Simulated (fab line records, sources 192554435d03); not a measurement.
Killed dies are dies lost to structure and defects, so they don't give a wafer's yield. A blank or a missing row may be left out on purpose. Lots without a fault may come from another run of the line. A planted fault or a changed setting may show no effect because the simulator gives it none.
fab line records | flow n5_finfet | part 1 of 2: steps 1 to 24 of 36
record lots=5 wafers=15 last_day=20
route steps=1938 shown BEOL_M3@1020 BEOL_M4@1021
lots that met no fault: from a run of the same line without faults
start_h: hours from the record's first day to the start of the lot's first wafer shown | wait_h: hours since the lot's step before | " the same as in the row above | L1.1+2: a row that stands for several wafers | - no value, or no start given | * or withheld: withheld | < > ~ a bound
route shown NAME@n: a module of which the file shows steps, and the number in the route of the first | usual: mean/standard deviation of fault-free wafers | same: alike in all rows | chamber/n: place in a boat | sites: the reading at each site | _std_site: their standard deviation | _edge_site: outer sites' mean less inner sites' | radius_mm: how far each site lies from the wafer's centre | mask NAME#n: copy n | behind: the tool/chamber that last shaped the wafer | hold: why the lot was held/for how many hours/how that ended | device: the transistor (n, p or np) that didn't switch | end of line: the same wafers' tests at the end of the route | a step without rows: its recipe alone | killed: dies lost to structure and defects at the first sort, not the wafer's yield | map: a wafer's dies, x killed, . not, _ none there
set.NAME: the setting as run; set.NAME@STEP: as run at that earlier step | model.NAME: the simulator's own value behind a step, which no gauge read
lots at some steps of the route; a table a step, a row a wafer
services: from which hour (start_h, from the record's first day; less than 0 if before it) a tool's chamber was out of use, for how many hours, and why
## steps
# step N5_BEOL_M3_INSPECT_59
# recipe inspect_instrument=darkfield mode=post_dep
# usual raw_defect_count=72/24
# columns lot.wafer tool chamber start_h wait_h raw_defect_count
L077.1 defect_inspect-02 - 224.10 0.0 86
L077.4 " - " " 62
L077.6 " - " " 68
L076.1 defect_inspect-02 - 229.22 0.0 85
L076.3 " - " " 49
L076.5 " - " " 65
L080.1 defect_inspect-01 - 239.44 0.0 80
L080.3 " - " " 144
L080.6 " - " " 64
L090.1 defect_inspect-01 - 303.47 0.0 33
L090.2 " - " " 73
L090.5 " - " " 36
L096.3 defect_inspect-02 - 349.85 0.0 59
L096.4 " - " " 77
L096.6 " - " " 57
# step N5_BEOL_M4_ILD_DEP_00
# recipe material=SiOC target_thk_a=790 temp_c=350 precursor=DEMS/O2 pressure_torr=5 rf_w=500 time_s=15.3
# usual heater_power_w=504/53 showerhead_plenum_p_Torr=5.695/0.012 throttle_valve_pct=12.3/1
# columns lot.wafer tool chamber start_h wait_h heater_power_w showerhead_plenum_p_Torr throttle_valve_pct
L077.1 pecvd-02 1 224.14 0.0 503 5.708 12.4
L077.4 " 0 " " 391 5.686 11.5
L077.6 " 2 " " 565 5.669 11.1
L076.1 pecvd-02 2 229.26 0.0 560 5.684 11.2
L076.3 " 0 " " 416 5.687 11.6
L076.5 " 0 " " 406 5.705 11.5
L080.1 pecvd-04 0 239.48 0.0 492 5.696 13.3
L080.3 " 1 " " 541 5.705 13.8
L080.6 " 1 " " 535 5.704 13.7
L090.1 pecvd-04 1 303.51 0.0 513 5.694 13.5
L090.2 " 2 " " 525 5.690 11.3
L090.5 " 2 " " 538 5.670 11.1
L096.3 pecvd-01 1 349.88 0.0 486 5.708 11.3
L096.4 " 2 " " 549 5.699 11.3
L096.6 " 1 " " 504 5.708 10.9
# step N5_BEOL_M4_THK_MEAS_01
# recipe reads=SiOC_of_BEOL_M4_ILD_DEP_00
# usual M4_ILD_THK=79.0/1.1
# columns lot.wafer tool chamber start_h wait_h M4_ILD_THK[nm]
L077.1 film_metro-01 - 224.21 0.0 78.7
L077.4 " - " " 79.1
L077.6 " - " " 80.5
L076.1 film_metro-02 - 229.33 0.0 78.6
L076.3 " - " " 77.4
L076.5 " - " " 78.5
L080.1 film_metro-01 - 239.55 0.0 77.4
L080.3 " - " " 77.1
L080.6 " - " " 78.9
L090.1 film_metro-02 - 303.57 0.0 77.5
L090.2 " - " " 77.6
L090.5 " - " " 79.8
L096.3 film_metro-01 - 349.95 0.1 80.1
L096.4 " - " " 81.3
L096.6 " - " " 80.2
# step N5_BEOL_M4_PECVD_72
# recipe material=SiO2 target_thk_a=160 temp_c=400 precursor=TEOS/O2 pressure_torr=5.5 rf_w=450 teos_flow_sccm=53.8 gas=O2 flow_sccm=3000 time_s=18
# usual heater_power_w=731/64 showerhead_plenum_p_Torr=8.78/0.046 throttle_valve_pct=22.3/1.6
# columns lot.wafer tool chamber start_h wait_h heater_power_w showerhead_plenum_p_Torr throttle_valve_pct
L077.1 pecvd-01 2 224.25 0.0 746 8.80 21.2
L077.4 " 0 " " 671 8.71 24.1
L077.6 " 2 " " 775 8.78 20.9
L076.1 pecvd-01 2 229.36 0.0 662 8.80 21.3
L076.3 " 1 " " 711 8.83 20.8
L076.5 " 1 " " 698 8.83 20.5
L080.1 pecvd-01 0 239.58 0.0 653 8.72 24.0
L080.3 " 2 " " 800 8.78 21.3
L080.6 " 0 " " 651 8.73 24.1
L090.1 pecvd-01 0 303.61 0.0 709 8.74 24.1
L090.2 " 1 " " 701 8.87 20.9
L090.5 " 0 " " 700 8.73 23.9
L096.3 pecvd-04 0 350.01 0.1 699 8.82 24.4
L096.4 " 2 " " 797 8.73 20.8
L096.6 " 0 " " 673 8.79 24.8
# step N5_BEOL_M4_HM_DEP_02
# recipe material=TiN target_thk_a=200 temp_c=25 chamber_pressure_pa=0.49996
# usual throttle_valve_pct=29.8/0.68
# columns lot.wafer tool chamber start_h wait_h throttle_valve_pct
L077.1 pvd_sputter-01 - 225.15 0.9 29.4
L077.4 " - " " 29.7
L077.6 " - " " 29.7
L076.1 pvd_sputter-01 - 230.53 1.1 29.5
L076.3 " - " " 30.9
L076.5 " - " " 31.1
L080.1 pvd_sputter-03 - 240.72 1.1 28.8
L080.3 " - " " 31.1
L080.6 " - " " 29.0
L090.1 pvd_sputter-01 - 304.41 0.8 29.4
L090.2 " - " " 29.3
L090.5 " - " " 29.4
L096.3 pvd_sputter-01 - 350.06 0.0 29.3
L096.4 " - " " 29.7
L096.6 " - " " 29.8
# step N5_BEOL_M4_COAT_61
# recipe resist=SOC temp_c=250 time_s=60 spin_rpm=1500 resist_thk_nm=60
# columns lot.wafer tool chamber start_h wait_h
L077.1+4+6 litho_track-02 0 225.28 0.1
L076.1+3+5 litho_track-05 0 230.66 0.1
L080.1+3+6 litho_track-01 0 240.84 0.1
L090.1+2+5 litho_track-05 0 304.54 0.1
L096.3+4+6 litho_track-01 0 350.19 0.1
# step N5_BEOL_M4_COAT_62
# recipe resist=SiARC temp_c=220 time_s=60 spin_rpm=1500 resist_thk_nm=12
# columns lot.wafer tool chamber start_h wait_h
L077.1+4+6 litho_track-02 0 - -
L076.1+3+5 litho_track-05 0 - -
L080.1+3+6 litho_track-01 0 - -
L090.1+2+5 litho_track-05 0 - -
L096.3+4+6 litho_track-01 0 - -
# step N5_BEOL_M4_COAT_73
# recipe resist=underlayer temp_c=205 time_s=60 spin_rpm=1500 resist_thk_nm=5
# columns lot.wafer tool chamber start_h wait_h
L077.1+4+6 litho_track-02 0 - -
L076.1+3+5 litho_track-05 0 - -
L080.1+3+6 litho_track-01 0 - -
L090.1+2+5 litho_track-05 0 - -
L096.3+4+6 litho_track-01 0 - -
# step N5_BEOL_M4_COAT_05
# recipe resist=CAR-EUV spin_rpm=1500 resist_thk_nm=30
# columns lot.wafer tool chamber start_h wait_h
L077.1+4+6 litho_track-02 0 - -
L076.1+3+5 litho_track-05 0 - -
L080.1+3+6 litho_track-01 0 - -
L090.1+2+5 litho_track-05 0 - -
L096.3+4+6 litho_track-01 0 - -
# step N5_BEOL_M4_EBR_07
# recipe solvent=PGMEA ebr_width_mm=1.5
# same ebr_width_mm=1.5
# columns lot.wafer tool chamber start_h wait_h
L077.1+4+6 litho_track-02 0 - -
L076.1+3+5 litho_track-05 0 - -
L080.1+3+6 litho_track-01 0 - -
L090.1+2+5 litho_track-05 0 - -
L096.3+4+6 litho_track-01 0 - -
# step N5_BEOL_M4_SOFTBAKE_06
# recipe temp_c=110 time_s=60 resist=CAR-EUV
# columns lot.wafer tool chamber start_h wait_h
L077.1+4+6 litho_track-02 0 - -
L076.1+3+5 litho_track-05 0 - -
L080.1+3+6 litho_track-01 0 - -
L090.1+2+5 litho_track-05 0 - -
L096.3+4+6 litho_track-01 0 - -
# step N5_BEOL_M4_EXPOSE_08
# recipe mask_id=M4 na=0.33 source_shape=dipole sigma_inner=0.369 sigma_outer=0.767 polarization=unpolarized dose_mj=41.25
# columns lot.wafer tool chamber start_h wait_h mask
L077.1+4+6 euv_scanner-01 0 225.41 - M4#0
L076.1+3+5 euv_scanner-01 0 230.83 - M4#0
L080.1+3+6 euv_scanner-02 0 241.11 - M4#0
L090.1+2+5 euv_scanner-02 0 304.80 - M4#0
L096.3+4+6 euv_scanner-01 0 350.51 - M4#0
# step N5_BEOL_M4_PEB_09
# recipe peb_temp_c=100 peb_time_s=60 resist=CAR-EUV
# columns lot.wafer tool chamber start_h wait_h
L077.1+4+6 litho_track-02 0 225.48 0.1
L076.1+3+5 litho_track-05 0 230.90 0.1
L080.1+3+6 litho_track-01 0 241.17 0.1
L090.1+2+5 litho_track-01 0 304.86 0.1
L096.3+4+6 litho_track-05 0 350.56 0.0
# step N5_BEOL_M4_DEVELOP_10
# recipe develop_time_s=30 developer=TMAH resist=CAR-EUV rinse_liquid=surfactant_rinse dry=air_spin dev_temp_c=23
# columns lot.wafer tool chamber start_h wait_h
L077.1+4+6 litho_track-02 0 - -
L076.1+3+5 litho_track-05 0 - -
L080.1+3+6 litho_track-01 0 - -
L090.1+2+5 litho_track-01 0 - -
L096.3+4+6 litho_track-05 0 - -
# step N5_BEOL_M4_CD_MEAS_11
# recipe target_cd_nm=16.79 landing_energy_ev=500 detector=se_inlens polarity=opening
# usual cd_nm=16.97/0.25
# columns lot.wafer tool chamber start_h wait_h cd_nm
L077.1 cd_sem-01 0 225.54 - 17.03
L077.4 " 0 " " 17.10
L077.6 " 0 " " 17.23
L076.1 cd_sem-03 0 230.96 - 16.96
L076.3 " 0 " " 17.22
L076.5 " 0 " " 17.50
L080.1 cd_sem-03 0 241.24 - 16.66
L080.3 " 0 " " 17.15
L080.6 " 0 " " 16.86
L090.1 cd_sem-02 0 304.93 - 17.39
L090.2 " 0 " " 16.95
L090.5 " 0 " " 17.15
L096.3 cd_sem-02 0 350.63 - 17.10
L096.4 " 0 " " 17.07
L096.6 " 0 " " 16.60
# step N5_BEOL_M4_OVL_MEAS_12
# recipe points_per_wafer=522
# usual M4_OVL=0.4/0.63
# columns lot.wafer tool chamber start_h wait_h M4_OVL[nm]
L077.1 overlay-02 0 225.57 0.0 -0.4
L077.4 " 0 " " 0.3
L077.6 " 0 " " 0.2
L076.1 overlay-02 0 230.99 0.0 0.7
L076.3 " 0 " " 0.2
L076.5 " 0 " " 0.3
L080.1 overlay-02 0 241.27 0.0 0.2
L080.3 " 0 " " 0.3
L080.6 " 0 " " 0.2
L090.1 overlay-01 0 304.96 0.0 1.3
L090.2 " 0 " " 0.5
L090.5 " 0 " " -0.2
L096.3 overlay-02 0 350.67 0.0 0.7
L096.4 " 0 " " 1.6
L096.6 " 0 " " 1.6
# step N5_BEOL_M4_INSPECT_13
# recipe mode=adi inspect_instrument=brightfield
# usual raw_defect_count=411/84
# columns lot.wafer tool chamber start_h wait_h raw_defect_count
L077.1 defect_inspect-02 - 225.64 0.1 446
L077.4 " - " " 385
L077.6 " - " " 462
L076.1 defect_inspect-01 - 231.05 0.1 357
L076.3 " - " " 375
L076.5 " - " " 479
L080.1 defect_inspect-02 - 241.33 0.1 322
L080.3 " - " " 367
L080.6 " - " " 365
L090.1 defect_inspect-01 - 305.02 0.1 417
L090.2 " - " " 618
L090.5 " - " " 428
L096.3 defect_inspect-02 - 350.72 0.0 266
L096.4 " - " " 351
L096.6 " - " " 287
# step N5_BEOL_M4_DESCUM_16
# recipe chemistry=O2 time_s=7 source_power_w=50 bias_power_w=20 pressure_mtorr=20 rf_frequency_hz=2.712e+07 temp_c=40 resist=CAR-EUV o2_flow_sccm=225
# usual drypump_motor_current_A=5.69/0.22 oes_product_au=0.80/0.088 rf_vpp_V=243.1/1.2 showerhead_plenum_p_Torr=2.07/0.064 temp_c=40.00/0.12 throttle_valve_pct=20.48/0.27
# columns lot.wafer tool chamber start_h wait_h drypump_motor_current_A oes_product_au rf_hours_counter_h rf_vpp_V showerhead_plenum_p_Torr temp_c throttle_valve_pct
L077.1 rie_diel-03 3 225.68 0.0 5.67 0.76 144 243.7 1.97 40.08 20.10
L077.4 " 1 " " 5.78 0.77 127 242.8 2.02 40.08 20.73
L077.6 " 1 " " 5.78 0.77 - 241.6 2.02 40.13 20.73
L076.1 rie_diel-01 0 231.20 0.1 5.74 0.82 110 242.1 2.01 39.96 20.31
L076.3 " 2 " " 5.63 0.73 181 242.6 2.08 39.89 20.82
L076.5 " 1 " " 5.56 0.82 - 244.9 2.17 40.13 20.33
L080.1 rie_diel-04 1 241.36 0.0 5.92 0.92 22 242.6 2.05 40.06 20.23
L080.3 " 2 " " 5.45 0.97 4 243.0 2.15 40.01 20.22
L080.6 " 1 " " 5.91 0.91 - 243.9 2.05 40.11 20.25
L090.1 rie_diel-04 1 305.05 0.0 5.91 0.87 39 242.6 2.05 39.96 20.26
L090.2 " 3 " " 5.23 0.71 207 245.1 2.17 39.89 20.92
L090.5 " 3 " " 5.25 0.71 - 245.0 2.17 40.02 20.92
L096.3 rie_diel-03 1 350.82 0.1 5.78 0.72 182 242.4 2.00 39.89 20.80
L096.4 " 2 " " 5.96 0.69 237 245.2 2.14 40.06 20.50
L096.6 " 1 " " 5.78 0.73 - 242.5 2.00 39.96 20.82
# step N5_BEOL_M4_ETCH_74
# recipe chemistry=N2/H2 target=underlayer target_depth_a=65 mask_material=CAR-EUV time_s=5.2 ion_energy_ev=200 pressure_mtorr=30 source_w=840 bias_w=150 n2_flow_sccm=200 h2_flow_sccm=200 ends=cleared
# usual drypump_motor_current_A=5.69/0.22 etch_rf_on_time_s=5.20/0.18 oes_product_au=0.69/0.08 rf_vpp_V=523.3/2.5 showerhead_plenum_p_Torr=2.52/0.084 throttle_valve_pct=17.88/0.23
# columns lot.wafer tool chamber start_h wait_h drypump_motor_current_A etch_rf_on_time_s oes_product_au rf_hours_counter_h rf_vpp_V showerhead_plenum_p_Torr throttle_valve_pct
L077.1 rie_diel-03 3 225.71 0.0 5.67 5.48 0.65 144 523.0 2.41 17.63
L077.4 " 1 " " 5.79 5.20 0.66 127 519.1 2.44 17.98
L077.6 " 1 " " 5.80 5.20 0.67 - 521.4 2.44 17.98
L076.1 rie_diel-01 0 231.23 0.0 5.72 5.11 0.70 110 520.8 2.46 17.81
L076.3 " 2 " " 5.65 5.56 0.61 181 524.4 2.54 18.39
L076.5 " 1 " " 5.55 5.04 0.71 - 528.7 2.67 17.97
L080.1 rie_diel-04 1 241.39 0.0 5.86 5.00 0.80 22 523.2 2.50 17.72
L080.3 " 2 " " 5.40 5.10 0.85 4 525.3 2.62 17.74
L080.6 " 1 " " 5.92 5.01 0.80 - 522.7 2.50 17.71
L090.1 rie_diel-04 1 305.09 0.0 5.91 5.01 0.77 39 520.7 2.49 17.76
L090.2 " 3 " " 5.23 5.47 0.59 207 526.5 2.63 18.31
L090.5 " 3 " " 5.23 5.52 0.59 - 526.2 2.63 18.32
L096.3 rie_diel-03 1 350.85 0.0 5.78 5.23 0.62 182 521.2 2.41 18.08
L096.4 " 2 " " 5.98 5.49 0.58 237 524.7 2.61 18.00
L096.6 " 1 " " 5.76 5.19 0.63 - 521.3 2.41 18.08
# step N5_BEOL_M4_ETCH_63
# recipe chemistry=CF4 target=SiARC target_depth_a=156 mask_material=CAR-EUV time_s=26 ion_energy_ev=80 pressure_mtorr=40 source_w=545 bias_w=36 Ar_flow_sccm=100 cf4_flow_sccm=100 ends=cleared
# usual drypump_motor_current_A=5.68/0.22 etch_rf_on_time_s=26.0/0.96 oes_product_au=0.69/0.079 rf_vpp_V=184.0/1.1 showerhead_plenum_p_Torr=2.12/0.061 throttle_valve_pct=15.63/0.23
# columns lot.wafer tool chamber start_h wait_h drypump_motor_current_A etch_rf_on_time_s oes_product_au rf_hours_counter_h rf_vpp_V showerhead_plenum_p_Torr throttle_valve_pct
L077.1 rie_diel-03 3 225.73 0.0 5.65 27.4 0.65 144 184.3 2.06 15.59
L077.4 " 1 " " 5.78 25.7 0.68 127 181.6 2.06 15.69
L077.6 " 1 " " 5.77 25.7 0.68 - 183.8 2.06 15.71
L076.1 rie_diel-01 0 231.25 0.0 5.73 25.4 0.70 110 183.9 2.08 15.60
L076.3 " 2 " " 5.66 28.1 0.60 181 184.3 2.13 16.04
L076.5 " 1 " " 5.53 26.0 0.69 - 186.4 2.24 15.67
L080.1 rie_diel-04 1 241.41 0.0 5.89 24.9 0.79 22 183.1 2.08 15.28
L080.3 " 2 " " 5.40 25.6 0.84 4 185.4 2.19 15.32
L080.6 " 1 " " 5.89 25.0 0.80 - 184.3 2.08 15.27
L090.1 rie_diel-04 1 305.11 0.0 5.91 25.2 0.77 39 184.2 2.07 15.29
L090.2 " 3 " " 5.22 27.7 0.59 207 185.9 2.19 16.01
L090.5 " 3 " " 5.24 27.5 0.60 - 186.8 2.19 16.01
L096.3 rie_diel-03 1 350.87 0.0 5.77 25.8 0.64 182 183.2 2.04 15.81
L096.4 " 2 " " 5.99 27.6 0.57 237 184.1 2.19 15.81
L096.6 " 1 " " 5.77 26.0 0.63 - 183.6 2.04 15.81
# step N5_BEOL_M4_ETCH_64
# recipe chemistry=N2/H2 target=SOC target_depth_a=750 overetch_a=225 mask_material=SiARC temp_c=40 time_s=121.9 ion_energy_ev=200 pressure_mtorr=30 source_w=840 bias_w=150 n2_flow_sccm=200 h2_flow_sccm=200
# usual drypump_motor_current_A=5.69/0.22 oes_product_au=0.61/0.064 rf_vpp_V=523.5/2.2 showerhead_plenum_p_Torr=2.52/0.084 temp_c=39.99/0.12 throttle_valve_pct=17.84/0.23
# columns lot.wafer tool chamber start_h wait_h drypump_motor_current_A oes_product_au rf_hours_counter_h rf_vpp_V showerhead_plenum_p_Torr temp_c throttle_valve_pct
L077.1 rie_diel-03 3 225.76 0.0 5.66 0.60 144 520.5 2.41 39.91 17.59
L077.4 " 1 " " 5.78 0.59 127 520.5 2.44 39.87 17.95
L077.6 " 1 " " 5.79 0.60 - 520.1 2.44 40.05 17.95
L076.1 rie_diel-01 0 231.28 0.0 5.75 0.61 110 521.9 2.46 40.10 17.80
L076.3 " 2 " " 5.63 0.57 181 523.8 2.54 39.75 18.35
L076.5 " 1 " " 5.56 0.62 - 527.1 2.67 39.66 17.92
L080.1 rie_diel-04 1 241.44 0.0 5.94 0.69 22 522.2 2.50 39.99 17.67
L080.3 " 2 " " 5.43 0.74 4 525.5 2.62 39.88 17.71
L080.6 " 1 " " 5.90 0.69 - 522.3 2.50 40.08 17.68
L090.1 rie_diel-04 1 305.13 0.0 5.90 0.67 39 521.5 2.49 39.94 17.70
L090.2 " 3 " " 5.25 0.54 207 525.5 2.63 40.04 18.29
L090.5 " 3 " " 5.23 0.54 - 526.0 2.63 39.88 18.30
L096.3 rie_diel-03 1 350.90 0.0 5.78 0.56 182 521.5 2.41 40.04 18.03
L096.4 " 2 " " 6.01 0.53 237 525.1 2.61 40.14 17.95
L096.6 " 1 " " 5.76 0.56 - 520.9 2.41 39.98 18.03
# step N5_BEOL_M4_STRIP_65
# recipe chemistry=N2/H2 temp_c=40 n2_flow_sccm=200 h2_flow_sccm=200 rf_frequency_hz=6e+07
# columns lot.wafer tool chamber start_h wait_h
L077.1+4+6 rie_diel-03 3,1,1 225.87 0.1
L076.1+3+5 rie_diel-01 0,2,1 231.39 0.1
L080.1+3+6 rie_diel-04 1,2,1 241.55 0.1
L090.1+2+5 rie_diel-04 1,3,3 305.25 0.1
L096.3+4+6 rie_diel-03 1,2,1 351.01 0.1
# step N5_BEOL_M4_STRIP_75
# recipe chemistry=N2/H2 temp_c=40 n2_flow_sccm=200 h2_flow_sccm=200 rf_frequency_hz=6e+07
# columns lot.wafer tool chamber start_h wait_h
L077.1+4+6 rie_diel-03 3,1,1 225.88 0.0
L076.1+3+5 rie_diel-01 0,2,1 231.40 0.0
L080.1+3+6 rie_diel-04 1,2,1 241.56 0.0
L090.1+2+5 rie_diel-04 1,3,3 305.26 0.0
L096.3+4+6 rie_diel-03 1,2,1 351.02 0.0
# step N5_BEOL_M4_STRIP_66
# recipe chemistry=CF4 resist=SiARC power_w=300 bias_power_w=75 pressure_mtorr=50 cf4_flow_sccm=150 rf_frequency_hz=6e+07
# usual drypump_motor_current_A=5.68/0.22 oes_product_au=0.79/0.082 rf_vpp_V=270.8/1.5 showerhead_plenum_p_Torr=1.78/0.052 throttle_valve_pct=13.60/0.24
# columns lot.wafer tool chamber start_h wait_h drypump_motor_current_A oes_product_au rf_hours_counter_h rf_vpp_V showerhead_plenum_p_Torr throttle_valve_pct
L077.1 rie_diel-03 3 225.89 0.0 5.66 0.78 144 269.6 1.72 13.56
L077.4 " 1 " " 5.75 0.78 127 270.6 1.72 13.64
L077.6 " 1 " " 5.75 0.77 - 270.0 1.72 13.63
L076.1 rie_diel-01 0 231.41 0.0 5.75 0.79 110 270.0 1.74 13.59
L076.3 " 2 " " 5.63 0.74 181 270.2 1.78 13.97
L076.5 " 1 " " 5.53 0.81 - 273.5 1.88 13.60
L080.1 rie_diel-04 1 241.57 0.0 5.87 0.90 22 269.7 1.75 13.26
L080.3 " 2 " " 5.43 0.96 4 274.7 1.83 13.25
L080.6 " 1 " " 5.88 0.90 - 272.5 1.75 13.26
L090.1 rie_diel-04 1 305.27 0.0 5.93 0.87 39 270.1 1.74 13.29
L090.2 " 3 " " 5.21 0.71 207 272.7 1.85 14.04
L090.5 " 3 " " 5.23 0.70 - 271.3 1.85 14.04
L096.3 rie_diel-03 1 351.03 0.0 5.77 0.73 182 270.3 1.70 13.77
L096.4 " 2 " " 5.93 0.69 237 272.6 1.83 13.81
L096.6 " 1 " " 5.76 0.74 - 268.5 1.70 13.76
